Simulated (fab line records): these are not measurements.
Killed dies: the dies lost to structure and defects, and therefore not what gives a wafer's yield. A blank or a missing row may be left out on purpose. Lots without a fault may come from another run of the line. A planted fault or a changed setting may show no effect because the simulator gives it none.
fab line records | flow nand-harc
record lots=7 wafers=21 last-day=33
route steps=1302 shown A_CHANNEL_HOLE_D2@603 A_CHANNEL_FILL_D2@610 END@1302
lots that met no fault: taken from a fault-free run of the same line
start-h: hours from the record's first day to the start of the lot's first wafer shown | wait-h: how many hours have passed since the lot's step before this one | " repeats the value in the row above | L1.1+2: a row that stands for several wafers | - no value present, or no start provided | * or withheld: withheld | < > ~ a bound
route shown NAME@n: names a module that has steps shown in the file, with the first one's number in the route | usual: the fault-free wafers' mean and standard deviation | same: alike in all rows | chamber/n: place in a boat | sites: each site's reading | _std_site: the values' standard deviation | _edge_site: the outer-site mean with the inner-site mean subtracted | radius-mm: for every site, how far away it sits from the centre of the wafer | mask NAME#n: copy n | behind: the most recent tool/chamber to have shaped the wafer | hold: cause of the lot's hold/its duration in hours/its outcome | device: names the non-switching transistor (n, p or np) | end of line: the route-end tests of the same wafers | for a step that has no rows: nothing shown but its recipe | killed: the dies lost at the first sort to structure and to defects; this is not the yield of the wafer | map: shows each die of a wafer: x if killed, . if not, _ if none is there
set.NAME: setting as actually run; set.NAME@STEP: the setting as run at that earlier step | model.NAME: the simulator's own value behind a step, which no gauge read
lots seen at some steps along the route; tables by step, rows by wafer
services: the hour from which a tool's chamber was out of use, counted from the record's first day as start-h (under 0 if before that day), plus the number of hours and why
## steps
# step NHARC_A_CHANNEL_HOLE_D2_ETCH_44
# recipe target-depth-a=1400 overetch-a=140 time-s=77 ion-energy-ev=100 cf4-flow-sccm=80 o2-flow-sccm=20 ar-flow-sccm=0 rf-w=300 bias-w=100 chemistry=CF4/O2
# usual drypump-motor-current-A=5.7/0.32 o2-flow-sccm=20.00/0.056 oes-product-au=0.997/0.011 rf-vpp-V=197.8/1.2 showerhead-plenum-p-Torr=1.33/0.047 throttle-valve-pct=13.397/0.0094
# columns lot.wafer tool chamber start-h wait-h drypump-motor-current-A o2-flow-sccm oes-product-au rf-hours-counter-h rf-vpp-V showerhead-plenum-p-Torr throttle-valve-pct
L753.4 rie-diel-05 0 403.69 0.1 6.0 20.00 1.006 11 198.7 1.37 13.374
L753.2 " 2 " " 5.0 20.00 1.011 8 198.2 1.31 13.410
L753.6 " 1 " " 5.5 20.00 1.017 - 197.9 1.35 13.409
L756.4 rie-diel-02 2 404.62 0.1 5.7 19.98 0.986 0 198.1 1.31 13.388
L756.2 " 3 " " 5.8 19.89 0.984 0 197.5 1.33 13.416
L756.5 " 0 " " 5.5 20.08 0.998 - 198.5 1.39 13.403
L755.3 rie-diel-11 0 424.16 0.1 5.8 20.07 1.000 8 197.4 1.37 13.394
L755.1 " 1 " " 5.5 19.98 1.003 8 196.4 1.24 13.398
L755.6 " 3 " " 6.3 20.07 1.008 - 198.2 1.40 13.404
L766.3 rie-diel-02 0 459.99 0.1 5.5 20.02 0.989 4 198.5 1.39 13.394
L766.2 " 2 " " 5.7 19.99 0.989 4 197.3 1.31 13.384
L766.4 " 1 " " 5.9 20.01 0.998 - 196.9 1.28 13.394
L768.4 rie-diel-05 2 478.29 0.1 5.0 19.99 1.013 4 197.6 1.31 13.394
L768.3 " 3 " " 6.0 19.99 1.012 4 195.4 1.25 13.392
L768.6 " 1 " " 5.6 20.04 0.984 - 199.1 1.35 13.401
L767.3 rie-diel-11 3 479.70 0.1 6.3 20.00 1.006 3 200.1 1.40 13.400
L767.2 " 0 " " 5.8 20.09 1.007 3 199.6 1.37 13.379
L767.4 " 1 " " 5.5 20.01 0.976 3 196.9 1.24 13.401
L770.4 rie-diel-11 3 520.48 0.1 6.3 20.00 1.001 5 198.5 1.40 13.381
L770.2 " 0 " " 5.7 20.11 0.991 5 198.2 1.37 13.403
L770.6 " 0 " " 5.8 20.03 0.989 - 198.0 1.37 13.381
# step NHARC_A_CHANNEL_HOLE_D2_STRIP_28
# recipe o2-flow-sccm=500 ar-flow-sccm=0 bias-w=0 chemistry=O2
# usual drypump-motor-current-A=5.7/0.32 o2-flow-sccm=500.0/1.5 oes-product-au=0.995/0.01 rf-vpp-V=57.6/0.92 showerhead-plenum-p-Torr=3.51/0.12 throttle-valve-pct=17.036/0.0091
# columns lot.wafer tool chamber start-h wait-h drypump-motor-current-A o2-flow-sccm oes-product-au rf-hours-counter-h rf-vpp-V showerhead-plenum-p-Torr throttle-valve-pct
L753.2 rie-diel-05 1 - - 5.6 501.7 1.010 10 58.7 3.58 17.028
L753.4 " 3 " " 6.1 498.8 1.007 10 57.1 3.32 17.046
L753.6 " 1 " " 5.6 501.5 1.012 - 55.7 3.58 17.038
L756.2 rie-diel-02 0 - - 5.5 498.4 1.000 0 58.9 3.67 17.041
L756.4 " 1 " " 6.0 502.0 1.000 0 58.5 3.39 17.043
L756.5 " 0 " " 5.5 498.5 0.989 - 56.9 3.67 17.033
L755.3 rie-diel-11 3 - - 6.4 499.3 1.000 11 57.1 3.69 17.029
L755.1 " 2 " " 5.4 498.5 0.982 12 56.3 3.46 17.037
L755.6 " 0 " " 5.7 499.4 0.993 - 59.3 3.63 17.044
L766.2 rie-diel-02 1 - - 6.0 499.5 1.006 4 58.3 3.39 17.043
L766.3 " 0 " " 5.5 500.3 1.000 4 59.0 3.67 17.037
L766.4 " 2 " " 5.7 498.8 0.993 - 57.8 3.47 17.023
L768.3 rie-diel-05 0 - - 6.0 501.1 0.997 4 58.8 3.60 17.017
L768.4 " 2 " " 5.1 501.9 1.000 4 57.5 3.47 17.038
L768.6 " 0 " " 6.0 501.2 0.993 - 58.0 3.60 17.029
L767.2 rie-diel-11 2 - - 5.4 497.9 0.983 4 57.7 3.46 17.050
L767.4 " 3 " " 6.3 500.9 0.992 3 57.7 3.69 17.038
L767.3 " 0 " " 5.8 497.7 1.002 3 56.5 3.62 17.039
L770.2 rie-diel-11 1 - - 5.6 500.3 0.973 5 56.9 3.29 17.043
L770.4 " 2 " " 5.4 498.8 0.981 5 58.9 3.46 17.029
L770.6 " 1 " " 5.6 500.8 0.972 - 58.3 3.29 17.035
# step NHARC_A_CHANNEL_HOLE_D2_PRECLEAN_29
# recipe time-s=* temp-c=50 bath-age-min=0 chemistry=SC1
# step NHARC_A_CHANNEL_HOLE_D2_SRD_30
# step NHARC_A_CHANNEL_HOLE_D2_CD_MEAS_31
# usual cd-nm=90.7/1.4
# columns lot.wafer tool chamber start-h wait-h cd-nm
L753.2 cd-sem-02 - 404.49 - 89.5
L753.4 " - " " 91.3
L753.6 " - " " 91.8
L756.2 cd-sem-02 - 405.41 - 90.2
L756.4 " - " " 88.9
L756.5 " - " " 91.8
L755.1 cd-sem-03 - 424.98 0.1 89.9
L755.3 " - " " 88.2
L755.6 " - " " 89.1
L766.2 cd-sem-03 - 460.91 - 89.3
L766.3 " - " " 90.7
L766.4 " - " " 89.6
L768.3 cd-sem-01 - 479.08 - 92.8
L768.4 " - " " 89.2
L768.6 " - " " 91.2
L767.2 cd-sem-02 - 480.50 - 88.1
L767.3 " - " " 87.4
L767.4 " - " " 88.7
L770.2 cd-sem-01 - 521.33 0.1 88.5
L770.4 " - " " 90.6
L770.6 " - " " 89.6
# step NHARC_A_CHANNEL_HOLE_D2_XSEM_32
# recipe landing-energy-ev=35000
# usual bot-cd-nm=75.1/1.4 bow-nm=8.66/0.28 tilt-deg=0.08/0.04
# columns lot.wafer tool chamber start-h wait-h bot-cd-nm bow-nm tilt-deg
L753.2 xsem-02 0 404.60 0.1 72.4 8.58 0.10
L753.4 " 0 " " 75.2 8.63 0.10
L753.6 " 0 " " 75.8 8.61 0.10
L756.2 xsem-01 0 405.49 0.1 73.8 8.30 0.09
L756.4 " 0 " " 71.9 8.30 0.09
L756.5 " 0 " " 75.0 8.31 0.09
L755.1 xsem-02 0 425.08 0.1 74.5 8.75 0.08
L755.3 " 0 " " 72.6 8.69 0.08
L755.6 " 0 " " 74.2 8.77 0.08
L766.2 xsem-02 0 461.00 0.1 73.1 9.08 0.14
L766.3 " 0 " " 76.0 9.03 0.14
L766.4 " 0 " " 74.2 9.07 0.14
L768.3 xsem-02 0 479.17 0.1 77.3 8.46 0.12
L768.4 " 0 " " 73.9 8.41 0.12
L768.6 " 0 " " 75.2 8.42 0.11
L767.2 xsem-01 0 480.58 0.1 73.1 8.85 0.02
L767.3 " 0 " " 72.6 8.83 0.02
L767.4 " 0 " " 74.0 8.78 0.02
L770.2 xsem-01 0 521.42 0.1 73.7 8.34 0.10
L770.4 " 0 " " 75.9 8.24 0.10
L770.6 " 0 " " 74.2 8.31 0.09
# step NHARC_A_CHANNEL_HOLE_D2_INSPECT_40
# usual raw-defect-count=271/82
# columns lot.wafer tool chamber start-h wait-h raw-defect-count
L753.2 defect-inspect-02 - 404.69 - 327
L753.4 " - " " 373
L753.6 " - " " 455
L756.2 defect-inspect-01 - 405.59 - 237
L756.4 " - " " 190
L756.5 " - " " 170
L755.1 defect-inspect-02 - 425.17 - 232
L755.3 " - " " 259
L755.6 " - " " 398
L766.2 defect-inspect-02 - 461.09 - 310
L766.3 " - " " 300
L766.4 " - " " 266
L768.3 defect-inspect-02 - 479.26 - 267
L768.4 " - " " 216
L768.6 " - " " 212
L767.2 defect-inspect-02 - 480.68 - 283
L767.3 " - " " 206
L767.4 " - " " 264
L770.2 defect-inspect-02 - 521.52 - 178
L770.4 " - " " 173
L770.6 " - " " 207
# step NHARC_A_CHANNEL_FILL_D2_PRECLEAN_00
# recipe time-s=* temp-c=50 bath-age-min=0 chemistry=SC1
# step NHARC_A_CHANNEL_FILL_D2_SRD_01
# step NHARC_A_CHANNEL_FILL_D2_ALD_02
# recipe target-thk-a=60 pulse-time-s=10 ald-cycles=60 temp-c=300 material=SiO2
# usual ald-cycles=60/0 heater-power-w=468/38 precursor-pulse-height-rel=1.003/0.02
# columns lot.wafer tool chamber start-h wait-h ald-cycles heater-power-w precursor-pulse-height-rel
L753.2 ald-hk-02 2 404.96 - 60 502 0.990
L753.4 " 0 " " 60 414 0.976
L753.6 " 2 " " 60 492 0.999
L756.2 ald-hk-01 3 405.93 - 60 496 1.007
L756.4 " 0 " " 60 439 0.992
L756.5 " 2 " " 60 457 0.972
L755.1 ald-hk-01 2 425.44 - 60 453 1.030
L755.3 " 0 " " 60 445 0.983
L755.6 " 1 " " 60 489 0.960
L766.4 ald-hk-02 0 461.28 - 60 403 0.977
L766.3 " 2 " " 60 503 1.018
L766.2 " 3 " " 60 483 1.027
L768.4 ald-hk-02 3 479.60 - 60 498 0.977
L768.3 " 0 " " 60 409 1.018
L768.6 " 2 " " 60 500 1.005
L767.4 ald-hk-02 1 483.64 - 60 533 1.000
L767.2 " 3 " " 60 481 0.995
L767.3 " 0 " " 60 416 0.977
L770.4 ald-hk-01 2 522.89 - 60 439 1.026
L770.2 " 3 " " 60 514 1.011
L770.6 " 2 " " 60 429 1.002
# step NHARC_A_CHANNEL_FILL_D2_ALD_03
# recipe target-thk-a=60 pulse-time-s=60 ald-cycles=58 temp-c=630 pressure-torr=2 material=SiNx
# step NHARC_A_CHANNEL_FILL_D2_ALD_14
# recipe target-thk-a=25 pulse-time-s=10 ald-cycles=25 temp-c=300 material=SiO2
# step NHARC_A_CHANNEL_FILL_D2_ALD_15
# recipe target-thk-a=20 pulse-time-s=60 ald-cycles=19 temp-c=630 pressure-torr=2 material=SiNx
# usual ald-cycles=19/0 precursor-pulse-height-rel=0.998/0.019
# columns lot.wafer tool chamber start-h wait-h ald-cycles precursor-pulse-height-rel
L753.2 ald-sin-batch-01 0 415.02 - 8 0.995
L753.4 " 0 " " 8 0.998
L753.6 " 0 " " 8 0.962
L756.2 ald-sin-batch-01 0 415.02 - 8 0.981
L756.4 " 0 " " 8 0.986
L756.5 " 0 " " 8 0.985
L755.1 ald-sin-batch-01 0 435.51 - 8 1.005
L755.3 " 0 " " 8 1.014
L755.6 " 0 " " 8 1.023
L766.2 ald-sin-batch-02 0 471.41 - 19 1.005
L766.3 " 0 " " 19 1.008
L766.4 " 0 " " 19 1.019
L768.3 ald-sin-batch-03 0 491.02 - 19 1.017
L768.4 " 0 " " 19 0.999
L768.6 " 0 " " 19 1.022
L767.2 ald-sin-batch-01 0 493.83 - 19 0.994
L767.3 " 0 " " 19 0.999
L767.4 " 0 " " 19 0.975
L770.2 ald-sin-batch-02 0 532.93 - 19 1.016
L770.4 " 0 " " 19 1.016
L770.6 " 0 " " 19 1.008
# step NHARC_A_CHANNEL_FILL_D2_ALD_16
# recipe target-thk-a=15 pulse-time-s=10 ald-cycles=15 temp-c=300 material=SiO2
# usual ald-cycles=15/0 heater-power-w=463/40 precursor-pulse-height-rel=0.999/0.019
# columns lot.wafer tool chamber start-h wait-h ald-cycles heater-power-w precursor-pulse-height-rel
L756.4 ald-hk-04 3 417.07 0.0 15 381 0.977
L756.2 " 1 " " 15 479 0.997
L756.5 " 3 " " 15 386 0.991
L753.4 ald-hk-04 0 417.26 0.2 15 487 1.036
L753.2 " 1 " " 15 469 0.991
L753.6 " 0 " " 15 487 1.022
L755.3 ald-hk-02 3 437.93 0.4 15 466 0.996
L755.1 " 0 " " 15 413 1.005
L755.6 " 0 " " 15 393 0.999
L766.3 ald-hk-04 3 475.55 2.1 15 393 1.008
L766.4 " 1 " " 15 463 0.998
L766.2 " 2 " " 15 462 0.994
L768.4 ald-hk-01 1 493.13 0.1 15 457 0.991
L768.3 " 2 " " 15 427 0.960
L768.6 " 3 " " 15 523 1.001
L767.2 ald-hk-01 2 495.89 0.1 15 433 0.957
L767.4 " 3 " " 15 511 1.028
L767.3 " 0 " " 15 441 1.002
L770.4 ald-hk-01 0 536.17 1.2 15 434 1.000
L770.2 " 1 " " 15 462 0.986
L770.6 " 3 " " 15 525 1.018
# step NHARC_END_SORT_01
# recipe temp-c=25
# usual killed-at-array=54/18 killed-at-other=0.9/1.2 killed-at-periphery=4.4/2.9 killed-dies=59/18 killed-open=3.2/1.8 killed-short=2.6/1.8
# same gross-dies=677
# columns lot.wafer tool chamber start-h wait-h killed-at-array killed-at-other killed-at-periphery killed-dies killed-open killed-short
L756.2 prober-01 0 671.80 2.8 10 1 5 16 3 2
L756.4 prober-01 0 673.39 3.4 28 0 7 35 1 4
L756.5 prober-01 0 674.19 3.7 24 1 5 30 4 1
# killed by level:class
L756.2 A_CHANNEL_HOLE_D2:chamber-film-flake=5 P_STI:chamber-film-flake=4 A_WL_FILL:geometric-particle:open=2 P_M0:geometric-particle:short=1 A_ONON_D2:geometric-particle:open=1 A_BLC:geometric-particle:short=1 A_CHANNEL_HOLE_D1:chamber-film-flake=1 THIN_TSV:chamber-film-flake=1
L756.4 A_CHANNEL_HOLE_D1:chamber-film-flake=15 P_STI:chamber-film-flake=5 A_CHANNEL_HOLE_D2:chamber-film-flake=3 A_BLC:geometric-particle:short=2 A_STAIRCASE:chamber-film-flake=2 P_M0:geometric-particle:open=1 A_ONON_D2:geometric-particle:short=1 A_WL_FILL:geometric-particle:short=1
L756.5 A_CHANNEL_HOLE_D1:chamber-film-flake=9 A_CHANNEL_HOLE_D2:chamber-film-flake=5 A_SLIT:chamber-film-flake=3 P_STI:chamber-film-flake=2 P_M0:geometric-particle:open=1 A_CHANNEL_FILL_D2:geometric-particle:open=1 A_WL_FILL:geometric-particle:short=1 A_CONTACT:geometric-particle:open=1
## services
# columns tool chamber start-h hours kind
rie-diel-11 0 387.41 - clean
rie-diel-11 1 387.41 - clean
rie-diel-11 2 387.41 - clean
rie-diel-11 3 387.41 - clean
xsem-02 - 387.57 0.5 repair
rie-diel-02 - 393.70 9.0 pm
rie-diel-11 1 404.02 6.6 repair
rie-diel-05 - 406.63 9.0 pm
rie-diel-11 0 411.91 - clean
rie-diel-11 1 411.91 - clean
rie-diel-11 2 411.91 - clean
rie-diel-11 3 411.91 - clean
rie-diel-02 - 417.89 2.5 repair
rie-diel-11 - 419.84 1.0 repair
ald-hk-04 - 432.49 10.0 pm
rie-diel-11 - 432.91 9.0 pm
rie-diel-11 0 432.91 9.0 vent-cycle
rie-diel-11 1 432.91 9.0 vent-cycle
rie-diel-05 0 435.49 1.6 repair
rie-diel-02 3 449.58 30.1 repair
rie-diel-02 2 453.83 3.8 repair
rie-diel-05 0 471.39 2.9 repair
ald-sin-batch-01 - 506.00 26.0 pm
xsem-02 - 518.50 1.4 repair
## key
first-sign step=NHARC_A_CHANNEL_FILL_D2_ALD_15 reading=ald-cycles direction=down sigmas=99+ usual=19 struck=8
effect none on later readings
met-at NHARC_A_CHANNEL_FILL_D2_ALD_15
struck-wafers L753.2,L753.4,L753.6,L755.1,L755.3,L755.6,L756.2,L756.4,L756.5
tester-left-out L753,L755,L756
fault kind=process-parameter-drift tool=ald-sin-batch-01 chamber=- onset-h=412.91 steps=NHARC_A_CHANNEL_FILL_D2_ALD_15 channel=ald-cycles offset=-11 shape=step end-h=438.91 acts-in=these-recipes-only stated=19
# tester-left-out: of these lots the tester's yield and bins aren't shown, on N5 and GAA mostly nor the transistor test; their killed dies are dies lost to structure and defects alone, not to doping, threshold or leakage, so they don't give the yield
